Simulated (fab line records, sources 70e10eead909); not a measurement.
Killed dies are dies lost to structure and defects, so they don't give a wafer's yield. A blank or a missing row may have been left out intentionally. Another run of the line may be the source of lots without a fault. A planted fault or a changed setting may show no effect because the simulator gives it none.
Chamber matching ; flow nand_harc ; NHARC_A_STAIRCASE_DEP_151 on pecvd-04: 3 sister chambers
The step deposits SiO2, target thk 7200 nm. 14 wafers are shown with their chamber, then 7 later ones without.

WAFERS WITH THEIR CHAMBER
wafer;chamber;heater_power_w (W);heater_power_outer_w (W);mfc_precursor_sccm (sccm)
L075.1;0;657;395;199.1
L075.2;1;655;401;200.4
L075.4;0;620;390;199.5
L083.1;0;758;475;201.0
L083.2;2;574;354;200.1
L083.6;2;476;279;199.2
L084.1;1;625;360;200.3
L084.3;0;723;445;199.5
L084.6;2;474;281;199.4
L085.1;2;550;337;200.1
L085.2;0;696;431;199.6
L085.5;2;481;274;200.0
L087.2;2;560;337;199.9
L087.3;1;637;389;199.1

SIGNATURES (averages over the wafers above)
reading;chamber 0;chamber 1;chamber 2;scatter within a chamber
heater_power_w;690.80;639.00;519.17;45.9
heater_power_outer_w;427.20;383.33;310.33;33.6
mfc_precursor_sccm;199.740;199.933;199.783;0.597
Rule: for a wafer and a chamber, the distance is found by dividing, reading by reading, the gap between the wafer's reading and the chamber's mean by the reading's scatter, squaring, summing and taking the root. If the next closest chamber is less than 2 further off than the closest, the wafer can't be placed; otherwise it belongs to the closest. The scatter is the square root of a quotient: the sum, over the shown wafers, of each reading's squared deviation from its chamber's mean, divided by wafers minus chambers.

WAFERS WHOSE CHAMBER IS MISSING
wafer;heater_power_w (W);heater_power_outer_w (W);mfc_precursor_sccm (sccm)
L087.5;592;345;199.2
L091.2;562;343;200.0
L091.4;579;347;199.9
L091.5;486;285;199.6
L095.1;733;473;199.5
L095.3;487;297;200.7
L095.5;591;338;200.7

THE CHAMBER EACH PASSED THROUGH
wafer;from the rows above;in truth
L087.5;can't be placed: 1 or 2 or 0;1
L091.2;can't be placed: 2 or 1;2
L091.4;can't be placed: 1 or 2 or 0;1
L091.5;2;2
L095.1;can't be placed: 0 or 1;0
L095.3;2;2
L095.5;can't be placed: 1 or 2 or 0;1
2 of 7 placed correctly. Not placeable from these rows: 5 (in 5, the candidates include the true chamber). Wrongly placed: 0.
